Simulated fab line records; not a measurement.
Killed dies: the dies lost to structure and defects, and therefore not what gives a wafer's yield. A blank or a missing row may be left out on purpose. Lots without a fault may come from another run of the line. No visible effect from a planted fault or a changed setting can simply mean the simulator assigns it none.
Matching of chambers | flow n5 finfet | N5_BEOL_M6_PECVD_70 on pecvd-02 has 3 sister chambers
The step deposits SiO2 from TEOS/O2, target thk 20 nm, time 22.7 s. 3 wafers are shown with their chamber, then 12 later ones without.

WAFERS, EACH WITH ITS CHAMBER
wafer  | chamber | showerhead plenum p Torr (Torr)
L087.1 | 2       | 8.82
L087.4 | 1       | 8.68
L087.5 | 0       | 8.77

WAFERS WHOSE CHAMBER IS MISSING
wafer  | showerhead plenum p Torr (Torr)
L088.1 | 8.75
L088.3 | 8.79
L088.6 | 8.85
L089.1 | 8.68
L089.3 | 8.82
L089.5 | 8.75
L092.4 | 8.82
L092.5 | 8.76
L092.6 | 8.69
L096.2 | 8.82
L096.4 | 8.81
L096.6 | 8.71

WHICH CHAMBER EACH ONE RAN IN
wafer  | from the rows above     | in truth
L088.1 | 0                       | 0
L088.3 | can't be placed: 0 or 2 | 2
L088.6 | 2                       | 2
L089.1 | 1                       | 1
L089.3 | 2                       | 2
L089.5 | 0                       | 0
L092.4 | 2                       | 2
L092.5 | 0                       | 0
L092.6 | 1                       | 1
L096.2 | 2                       | 2
L096.4 | can't be placed: 2 or 0 | 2
L096.6 | can't be placed: 1 or 0 | 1
Correct placement for 9 of the 12. Not placeable from these rows: 3 (in 3, the candidates include the true chamber). 0 placed wrongly.
How it was worked out, from the rows above alone: a wafer's distance from a chamber is the root of the sum, over the readings, of the square of ((its reading less the chamber's mean) divided by the reading's scatter). The wafer belongs to the nearest chamber; if the next one is less than 2 further off, it can't be placed. A chamber's mean is the mean of its shown wafers. The scatter (one wafer shown for each chamber): square how far every hidden wafer sits from the nearest shown wafer, average those squares and take the square root.
